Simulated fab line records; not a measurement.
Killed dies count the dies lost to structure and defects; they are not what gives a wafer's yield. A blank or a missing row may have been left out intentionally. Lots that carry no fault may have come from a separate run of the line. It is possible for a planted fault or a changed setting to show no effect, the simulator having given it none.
fab line records    flow n5Finfet
record lots=7  wafers=39
route steps=1938 shown BEOL_M6@1253 BEOL_M10@1488 BEOL_M13@1659 MIM_TOP@1835
startH: the number of hours between the record's first day and the start of the first shown wafer of the lot    waitH: hours since the lot's step before    " identical to the entry in the row above    L1.1+2: a row that stands for several wafers    - either no value or no given start    * or withheld: withheld    < > ~ a bound
route shown NAME@n: a module of which the file shows steps, and the number in the route of the first    usual: mean/standard deviation of fault-free wafers    same: alike in all rows    chamber/n: place in a boat    sites: readings site by site    _std_site: standard deviation across them    _edge_site: the outer-site mean with the inner-site mean subtracted    radiusMm: for every site, how far away it sits from the centre of the wafer    mask NAME#n: copy n    behind: the most recent tool/chamber to have shaped the wafer    hold: why the lot was held/for how many hours/how that ended    device: transistor that didn't switch, given as n, p or np    end of line: the route-end tests of the same wafers    where a step has no rows: the recipe by itself    killed: at the first sort, the dies lost to defects and structure; wafer yield is something else    map: shows each die of a wafer: x if killed, . if not, _ if none is there
set.NAME: the setting that was run; set.NAME@STEP: the one run at that earlier step    model.NAME: the simulator's own value behind a step, which no gauge read
lots run with intentionally changed settings; tables by step, rows by wafer
## steps
# step N5_BEOL_M6_CVD_78
# recipe material=Co  targetThkA=20  tempC=withheld  precursor=CCTBA/H2  pressureTorr=30  timeS=142.3
lot.wafer   tool      chamber  startH  waitH  set.targetThkA  model.Co_of_BEOL_M6_CVD_78.thkNm
L075.1+6    cvdCo-02  0        297.77  0.1    20              1.8
L075.2      "         1        "       "      20              2
L077.1      cvdCo-02  0        301.29  0.0    20              1.8
L077.2+5    "         1        "       "      13.44           1.4
L077.3+6    "         2        "       "      20              2
L077.4      "         0        "       "      13.44           1.2
L083.1+4+6  cvdCo-02  0,0,1    330.46  0.0    20              1.8
L083.2+5    "         2        "       "      10.2            1
L083.3      "         1        "       "      10.2            0.8
L084.1+5    cvdCo-02  0,2      344.09  0.0    20              2
L084.2      "         2        "       "      23.92           2.4
L084.3+6    "         0        "       "      23.92           2.2
L084.4      "         2        "       "      20              2.2
L086.1+3+4  cvdCo-02  0,2,0    346.77  0.1    20              2
L086.2+6    "         2        "       "      20              2.2
L086.5      "         0        "       "      20              1.8
L088.1      cvdCo-01  0        373.06  0.1    20              1.8
L088.2+5    "         1        "       "      20              2.2
L088.3+6    "         1,0      "       "      16.92           1.6
L088.4      "         0        "       "      16.92           1.8
L093.1+2    cvdCo-02  2,1      397.31  0.3    26.89           2.8
L093.3+4+5  "         0,2,0    "       "      20              2
L093.6      "         1        "       "      26.89           2.6
# step N5_BEOL_M10_ETCH_62
# recipe chemistry=N2/H2  target=SOC  targetDepthA=1100  overetchA=220  maskMaterial=SiARC  tempC=40  timeS=165  ionEnergyEv=200  pressureMtorr=30  sourceW=840  biasW=150  n2FlowSccm=200  h2FlowSccm=200
lot.wafer  tool        chamber  startH  waitH  set.timeS  model.etch.depthNm  model.SiARC_of_BEOL_M10_COAT_60.thkNm
L075.1     rieDiel-05  1        327.69  0.0    165        100                 23.2
L075.2     "           0        "       "      165        100.2               23.6
L075.6     "           3        "       "      165        100.1               23.4
L077.1     rieDiel-01  1        334.50  0.0    165        100.4               23.4
L077.2     "           3        "       "      216.6      100.4               22
L077.3     "           0        "       "      165        100.3               23.8
L077.4     "           2        "       "      165        100.1               23.4
L077.5     "           2        "       "      216.6      100.4               21.2
L077.6     "           3        "       "      216.6      100.5               22
L083.1     rieDiel-01  1        355.29  0.0    189.9      100.5               22.6
L083.2     "           3        "       "      165        100.1               24.2
L083.3     "           0        "       "      189.9      99.97               23
L083.4     "           3        "       "      189.9      100.2               23.2
L083.5     "           1        "       "      165        100.1               23.6
L083.6     "           0        "       "      165        100.3               24
L084.1     rieDiel-05  0        375.43  0.0    165        99.79               23.4
L084.2     "           1        "       "      110        88.74               25.4
L084.3     "           3        "       "      110        90.34               25.2
L084.4     "           2        "       "      165        99.83               23.6
L084.5     "           3        "       "      110        89.35               25.4
L084.6     "           0        "       "      165        100.2               23.6
L086.1     rieDiel-04  3        375.99  0.0    165        99.77               22.6
L086.2     "           2        "       "      165        99.82               23.2
L086.3     "           0        "       "      210.4      100.2               21.8
L086.4     "           1        "       "      210.4      100.4               21.8
L086.5     "           1        "       "      210.4      99.84               21.8
L086.6     "           2        "       "      165        99.98               23.2
L088.1     rieDiel-01  2        406.03  0.0    165        99.71               23.2
L088.2     "           1        "       "      165        99.87               23.6
L088.3     "           0        "       "      165        99.98               23.6
L088.4     "           1        "       "      165        100.1               23.4
L088.5     "           0        "       "      165        100                 23.6
L088.6     "           2        "       "      165        99.97               23.2
L093.1     rieDiel-01  2        424.70  0.0    256        99.44               19.4
L093.2     "           3        "       "      165        99.32               23.6
L093.3     "           0        "       "      256        99.86               20.2
L093.4     "           2        "       "      256        99.5                19.4
L093.5     "           3        "       "      165        99.71               23.6
L093.6     "           0        "       "      165        99.73               23.8
# step N5_BEOL_M10_STRIP_68
# recipe chemistry=N2/H2  tempC=40  n2FlowSccm=200  h2FlowSccm=200  rfFrequencyHz=6e+07
# step N5_BEOL_M10_STRIP_67
# recipe chemistry=CF4  resist=SiARC  powerW=300  biasPowerW=75  pressureMtorr=50  cf4FlowSccm=150  rfFrequencyHz=6e+07
# step N5_BEOL_M10_ETCH_41
# recipe chemistry=CH3F/O2  target=SiCN  targetDepthA=426  taperDeg=2  timeS=86  ionEnergyEv=120  maskMaterial=TiN  pressureMtorr=30  sourceW=395  biasW=75  Ar_flow_sccm=150  CH3F_flow_sccm=30  O2_flow_sccm=20
# step N5_BEOL_M10_STRIP_77
# recipe chemistry=N2/H2  timeS=10  powerW=450  tempC=40  pressureMtorr=20  rfFrequencyHz=6e+07  biasPowerW=7  n2FlowSccm=200  h2FlowSccm=200
# step N5_BEOL_M10_OCD_MEAS_38
# usual trenchDepthNm=150/3.3
lot.wafer  tool    chamber  startH  waitH  set.timeS@BEOL_M10_ETCH_62  trenchDepthNm
L075.1     ocd-02  -        330.41  -      165                         148
L075.2     "       -        "       "      165                         154
L075.6     "       -        "       "      165                         149
L077.1     ocd-01  -        337.00  -      165                         153
L077.2     "       -        "       "      216.6                       151
L077.3     "       -        "       "      165                         148
L077.4     "       -        "       "      165                         146
L077.5     "       -        "       "      216.6                       148
L077.6     "       -        "       "      216.6                       155
L083.1     ocd-01  -        358.71  -      189.9                       147
L083.2     "       -        "       "      165                         148
L083.3     "       -        "       "      189.9                       154
L083.4     "       -        "       "      189.9                       148
L083.5     "       -        "       "      165                         147
L083.6     "       -        "       "      165                         148
L084.1     ocd-02  -        377.81  -      165                         156
L084.2     "       -        "       "      110                         -
L084.3     "       -        "       "      110                         0
L084.4     "       -        "       "      165                         148
L084.5     "       -        "       "      110                         1
L084.6     "       -        "       "      165                         157
L086.1     ocd-02  -        378.28  -      165                         148
L086.2     "       -        "       "      165                         154
L086.3     "       -        "       "      210.4                       150
L086.4     "       -        "       "      210.4                       147
L086.5     "       -        "       "      210.4                       156
L086.6     "       -        "       "      165                         149
L088.1     ocd-02  -        407.48  -      165                         146
L088.2     "       -        "       "      165                         151
L088.3     "       -        "       "      165                         150
L088.4     "       -        "       "      165                         147
L088.5     "       -        "       "      165                         149
L088.6     "       -        "       "      165                         147
L093.1     ocd-01  -        427.49  -      256                         149
L093.2     "       -        "       "      165                         154
L093.3     "       -        "       "      256                         147
L093.4     "       -        "       "      256                         149
L093.5     "       -        "       "      165                         149
L093.6     "       -        "       "      165                         155
# step N5_BEOL_M13_ILD_DEP_00
# recipe material=SiOC  targetThkA=8379.2  tempC=350  precursor=DEMS/O2  pressureTorr=5  rfW=500  timeS=166.4
lot.wafer  tool      chamber  startH  waitH  set.targetThkA  model.SiOC_of_BEOL_M13_ILD_DEP_00.thkNm
L075.1     pecvd-04  2        346.20  0.0    8379.2          836.6
L075.2     "         0        "       "      8379.2          845.4
L075.6     "         2        "       "      8379.2          833
L077.1     pecvd-02  1        352.42  0.0    8379.2          833
L077.2     "         0        "       "      8379.2          826.8
L077.3     "         2        "       "      5766            572.8
L077.4     "         2        "       "      5766            574.2
L077.5     "         0        "       "      5766            564.4
L077.6     "         1        "       "      8379.2          847.2
L083.1     pecvd-02  1        373.69  0.0    8379.2          834.2
L083.2     "         0        "       "      11990           1171
L083.3     "         2        "       "      11990           1182
L083.4     "         2        "       "      11990           1204
L083.5     "         1        "       "      8379.2          838.2
L083.6     "         0        "       "      8379.2          828.2
L084.1     pecvd-02  0        393.03  0.0    8379.2          825.8
L084.2     "         2        "       "      8379.2          831.4
L084.3     "         1        "       "      3588            356.4
L084.4     "         0        "       "      8379.2          831.2
L084.5     "         1        "       "      3588            366.4
L084.6     "         2        "       "      3588            372.4
L086.1     pecvd-04  2        394.45  0.0    10290           1039
L086.2     "         0        "       "      8379.2          843.2
L086.3     "         1        "       "      10290           1040
L086.4     "         0        "       "      8379.2          860
L086.5     "         1        "       "      8379.2          867.2
L086.6     "         2        "       "      10290           1058
L088.1     pecvd-04  0        426.01  0.0    8379.2          843.2
L088.2     "         1        "       "      8379.2          837.8
L088.3     "         2        "       "      8379.2          839.8
L088.4     "         2        "       "      8379.2          849
L088.5     "         1        "       "      8379.2          861.4
L088.6     "         0        "       "      8379.2          856
L093.1     pecvd-04  0        441.89  0.0    8379.2          831.2
L093.2     "         1        "       "      8379.2          843.2
L093.3     "         2        "       "      8379.2          840.6
L093.4     "         2        "       "      8379.2          848.8
L093.5     "         0        "       "      8379.2          856
L093.6     "         1        "       "      8379.2          858.6
# step N5_BEOL_M13_THK_MEAS_01
# recipe reads=SiOC_of_BEOL_M13_ILD_DEP_00
# usual M13_ILD_THK=840/13
lot.wafer  tool          chamber  startH  waitH  set.targetThkA@BEOL_M13_ILD_DEP_00  M13_ILD_THK[nm]
L075.1     filmMetro-02  -        346.35  0.1    8379.2                              837
L075.2     "             -        "       "      8379.2                              845
L075.6     "             -        "       "      8379.2                              833
L077.1     filmMetro-01  -        352.57  0.1    8379.2                              833
L077.2     "             -        "       "      8379.2                              827
L077.3     "             -        "       "      5766                                573
L077.4     "             -        "       "      5766                                574
L077.5     "             -        "       "      5766                                565
L077.6     "             -        "       "      8379.2                              847
L083.1     filmMetro-01  -        373.84  0.1    8379.2                              834
L083.2     "             -        "       "      11990                               1170
L083.3     "             -        "       "      11990                               1182
L083.4     "             -        "       "      11990                               1203
L083.5     "             -        "       "      8379.2                              838
L083.6     "             -        "       "      8379.2                              828
L084.1     filmMetro-02  -        393.18  0.1    8379.2                              826
L084.2     "             -        "       "      8379.2                              831
L084.3     "             -        "       "      3588                                356
L084.4     "             -        "       "      8379.2                              832
L084.5     "             -        "       "      3588                                366
L084.6     "             -        "       "      3588                                372
L086.1     filmMetro-01  -        394.61  0.1    10290                               1039
L086.2     "             -        "       "      8379.2                              842
L086.3     "             -        "       "      10290                               1041
L086.4     "             -        "       "      8379.2                              860
L086.5     "             -        "       "      8379.2                              867
L086.6     "             -        "       "      10290                               1058
L088.1     filmMetro-02  -        426.17  0.1    8379.2                              844
L088.2     "             -        "       "      8379.2                              837
L088.3     "             -        "       "      8379.2                              839
L088.4     "             -        "       "      8379.2                              849
L088.5     "             -        "       "      8379.2                              862
L088.6     "             -        "       "      8379.2                              855
L093.1     filmMetro-02  -        442.04  0.1    8379.2                              831
L093.2     "             -        "       "      8379.2                              843
L093.3     "             -        "       "      8379.2                              840
L093.4     "             -        "       "      8379.2                              849
L093.5     "             -        "       "      8379.2                              856
L093.6     "             -        "       "      8379.2                              859
# step N5_BEOL_M13_COAT_58
# recipe resist=BARC  tempC=205  timeS=60  spinRpm=1500  resistThkNm=89
# step N5_BEOL_M13_COAT_04
# recipe spinRpm=1625  resistThkNm=400
# step N5_BEOL_M13_DESCUM_15
# recipe chemistry=O2  timeS=7.9  sourcePowerW=50  biasPowerW=20  pressureMtorr=20  rfFrequencyHz=2.712e+07  tempC=40  o2FlowSccm=225
# step N5_BEOL_M13_ETCH_59
# recipe chemistry=N2/H2  target=BARC  targetDepthA=890  overetchA=267  timeS=67.9  ionEnergyEv=200  pressureMtorr=30  sourceW=840  biasW=150  n2FlowSccm=200  h2FlowSccm=200
# step N5_BEOL_M13_VIA_ETCH_16
# recipe chemistry=C4F8/O2/Ar  target=SiOC  pressureMtorr=30  sourceW=3000  biasW=700  Ar_flow_sccm=400  C4F8_flow_sccm=15  O2_flow_sccm=8  heInnerTorr=15  heOuterTorr=30  targetDepthA=9217  timeS=withheld  ionEnergyEv=250  ends=cleared
lot.wafer  tool        chamber  startH  waitH  set.targetThkA@BEOL_M13_ILD_DEP_00  model.etch.depthNm  model.coat_of_BEOL_M13_COAT_04.thkNm
L075.1     rieDiel-02  0        347.04  0.0    8379.2                              836.6               69.6
L075.2     "           2        "       "      8379.2                              845.4               73.2
L075.6     "           1        "       "      8379.2                              833                 70.6
L077.1     rieDiel-02  1        353.05  0.0    8379.2                              833.1               70.2
L077.2     "           3        "       "      8379.2                              826.7               75
L077.3     "           2        "       "      5766                                572.9               151.8
L077.4     "           0        "       "      5766                                574.3               146.6
L077.5     "           1        "       "      5766                                564.4               151
L077.6     "           0        "       "      8379.2                              847.1               66.8
L083.1     rieDiel-03  1        374.32  0.0    8379.2                              834.2               69.2
L083.2     "           3        "       "      11990                               1171                0
L083.3     "           0        "       "      11990                               1182                0
L083.4     "           3        "       "      11990                               1204                0
L083.5     "           1        "       "      8379.2                              838.3               68.2
L083.6     "           0        "       "      8379.2                              828.3               68.2
L084.1     rieDiel-02  0        393.78  0.0    8379.2                              825.7               73.2
L084.2     "           1        "       "      8379.2                              831.4               71.8
L084.3     "           3        "       "      3588                                356.3               214
L084.4     "           3        "       "      8379.2                              831.1               73.6
L084.5     "           1        "       "      3588                                366.5               208.6
L084.6     "           0        "       "      3588                                372.4               206
L086.1     rieDiel-06  0        395.85  0.0    10290                               1039                12.4
L086.2     "           3        "       "      8379.2                              843.1               71.2
L086.3     "           2        "       "      10290                               1040                14.8
L086.4     "           1        "       "      8379.2                              860                 66.2
L086.5     "           3        "       "      8379.2                              867.3               63.8
L086.6     "           2        "       "      10290                               1058                10.4
L088.1     rieDiel-03  1        426.77  0.0    8379.2                              843.3               68.6
L088.2     "           3        "       "      8379.2                              837.8               73.6
L088.3     "           0        "       "      8379.2                              839.7               64.8
L088.4     "           2        "       "      8379.2                              848.9               66
L088.5     "           0        "       "      8379.2                              861.3               56.8
L088.6     "           3        "       "      8379.2                              856                 67.4
L093.1     rieDiel-06  1        442.65  0.0    8379.2                              831.1               77
L093.2     "           2        "       "      8379.2                              843.2               70.6
L093.3     "           0        "       "      8379.2                              840.6               70
L093.4     "           3        "       "      8379.2                              848.7               67.6
L093.5     "           3        "       "      8379.2                              856                 66
L093.6     "           2        "       "      8379.2                              858.6               66.4
# step N5_BEOL_M13_STRIP_63
# recipe chemistry=N2/H2  powerW=1000  tempC=250  h2Frac=0.65  overashFraction=0.3  pressureMtorr=1000  n2FlowSccm=1750  h2FlowSccm=3250
# usual oesProductAu=0.674/0.005  stripTimeToEndpointS=27.7/1.2
lot.wafer  tool            chamber  startH  waitH  set.targetThkA@BEOL_M13_ILD_DEP_00  oesProductAu  stripTimeToEndpointS
L075.1     plasmaAsher-01  1        347.28  -      8379.2                              0.664         27.6
L075.2     "               0        "       "      8379.2                              0.679         28.6
L075.6     "               1        "       "      8379.2                              0.671         27.9
L077.1     plasmaAsher-01  0        353.29  -      8379.2                              0.680         27.7
L077.2     "               1        "       "      8379.2                              0.677         29.1
L077.3     "               0        "       "      5766                                0.705         50.1
L077.4     "               1        "       "      5766                                0.707         48.8
L077.5     "               1        "       "      5766                                0.704         49.9
L077.6     "               0        "       "      8379.2                              0.670         26.7
L083.1     plasmaAsher-01  0        374.56  -      8379.2                              0.667         27.4
L083.2     "               1        "       "      11990                               0.234         0.0
L083.3     "               1        "       "      11990                               0.225         0.0
L083.4     "               0        "       "      11990                               0.228         0.0
L083.5     "               1        "       "      8379.2                              0.674         27.1
L083.6     "               0        "       "      8379.2                              0.670         27.1
L084.1     plasmaAsher-02  0        394.02  -      8379.2                              0.669         28.6
L084.2     "               1        "       "      8379.2                              0.666         28.2
L084.3     "               1        "       "      3588                                0.818         66.2
L084.4     "               0        "       "      8379.2                              0.681         28.7
L084.5     "               1        "       "      3588                                0.799         64.8
L084.6     "               0        "       "      3588                                0.788         64.2
L086.1     plasmaAsher-02  1        396.09  -      10290                               0.448         8.5
L086.2     "               0        "       "      8379.2                              0.673         28.0
L086.3     "               0        "       "      10290                               0.492         9.5
L086.4     "               1        "       "      8379.2                              0.665         26.6
L086.5     "               0        "       "      8379.2                              0.667         25.8
L086.6     "               1        "       "      10290                               0.410         7.7
L088.1     plasmaAsher-02  0        427.00  -      8379.2                              0.673         27.3
L088.2     "               1        "       "      8379.2                              0.676         28.7
L088.3     "               1        "       "      8379.2                              0.676         26.2
L088.4     "               0        "       "      8379.2                              0.671         26.5
L088.5     "               0        "       "      8379.2                              0.662         23.7
L088.6     "               1        "       "      8379.2                              0.674         26.9
L093.1     plasmaAsher-02  1        442.88  -      8379.2                              0.670         29.7
L093.2     "               0        "       "      8379.2                              0.673         27.8
L093.3     "               1        "       "      8379.2                              0.674         27.7
L093.4     "               0        "       "      8379.2                              0.668         27.0
L093.5     "               0        "       "      8379.2                              0.668         26.5
L093.6     "               1        "       "      8379.2                              0.672         26.6
# step N5_MIM_TOP_ALD_01
# recipe material=HfO2  targetThkA=56  tempC=withheld  aldPrecursorFamily=Hf-amide  aldCoReactant=O3  pulseTimeS=1  purgeTimeS=3  coReactantPurgeTimeS=2  coReactantPulseTimeS=3  aldCycles=62
lot.wafer         tool      chamber      startH  waitH  set.aldCycles  model.HfO2_of_MIM_TOP_ALD_01.thkNm
L075.1+2+6        aldHk-02  3,1,3        -       -      62             5.6
L077.1+2+3+4+5+6  aldHk-02  0,3,2,1,0,1  -       -      62             5.6
L083.1+2+5        aldHk-01  2,3,2        -       -      62             5.6
L083.3+4+6        "         1,0,1        "       "      29             2.6
L084.1+5+6        aldHk-03  0,2,1        -       -      45             4
L084.2+3+4        "         2,1,3        "       "      62             5.6
L086.1+3+5        aldHk-01  1,2,0        -       -      28             2.4
L086.2+4          "         0,3          "       "      62             5.6
L086.6            "         1            "       "      62             5.4
L088.1+3+4        aldHk-02  0,2,1        -       -      28             2.6
L088.2+5+6        "         3,3,2        "       "      62             5.6
L093.1+3+6        aldHk-02  2,0,3        -       -      62             5.6
L093.2+5          "         1,0          "       "      30             2.8
L093.4            "         3            "       "      30             2.6
## key
split step=N5_BEOL_M6_CVD_78  setting=targetThkA  stated=20  by=wafer
response step=N5_BEOL_M6_CVD_78  reading=model.Co_of_BEOL_M6_CVD_78.thkNm  change=+0.0184  per=1%  r=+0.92
split step=N5_BEOL_M10_ETCH_62  setting=timeS  stated=165  by=wafer
response step=N5_BEOL_M10_ETCH_62  reading=model.etch.depthNm  shape=bent  atLowest=89.48  atStated=99.98  atHighest=99.6
response step=N5_BEOL_M10_ETCH_62  reading=model.SiARC_of_BEOL_M10_COAT_60.thkNm  change=-0.063  per=1%  r=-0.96
response step=N5_BEOL_M10_OCD_MEAS_38  reading=trenchDepthNm  shape=bent  atLowest=0  atStated=150  atHighest=148
split step=N5_BEOL_M13_ILD_DEP_00  setting=targetThkA  stated=8379.2  by=wafer
response step=N5_BEOL_M13_ILD_DEP_00  reading=model.SiOC_of_BEOL_M13_ILD_DEP_00.thkNm  change=+8.2  per=1%  r=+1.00
response step=N5_BEOL_M13_THK_MEAS_01  reading=M13_ILD_THK  change=+8.2  per=1%  r=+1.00
response step=N5_BEOL_M13_VIA_ETCH_16  reading=model.etch.depthNm  change=+8.2  per=1%  r=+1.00
response step=N5_BEOL_M13_VIA_ETCH_16  reading=model.coat_of_BEOL_M13_COAT_04.thkNm  change=-2.19  per=1%  r=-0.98
response step=N5_BEOL_M13_STRIP_63  reading=oesProductAu  shape=bent  atLowest=0.802  atStated=0.671  atHighest=0.229
response step=N5_BEOL_M13_STRIP_63  reading=stripTimeToEndpointS  shape=bent  atLowest=*  atStated=*  atHighest=*
split step=N5_MIM_TOP_ALD_01  setting=aldCycles  stated=62  by=wafer
response step=N5_MIM_TOP_ALD_01  reading=model.HfO2_of_MIM_TOP_ALD_01.thkNm  change=+0.0561  per=1%  r=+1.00
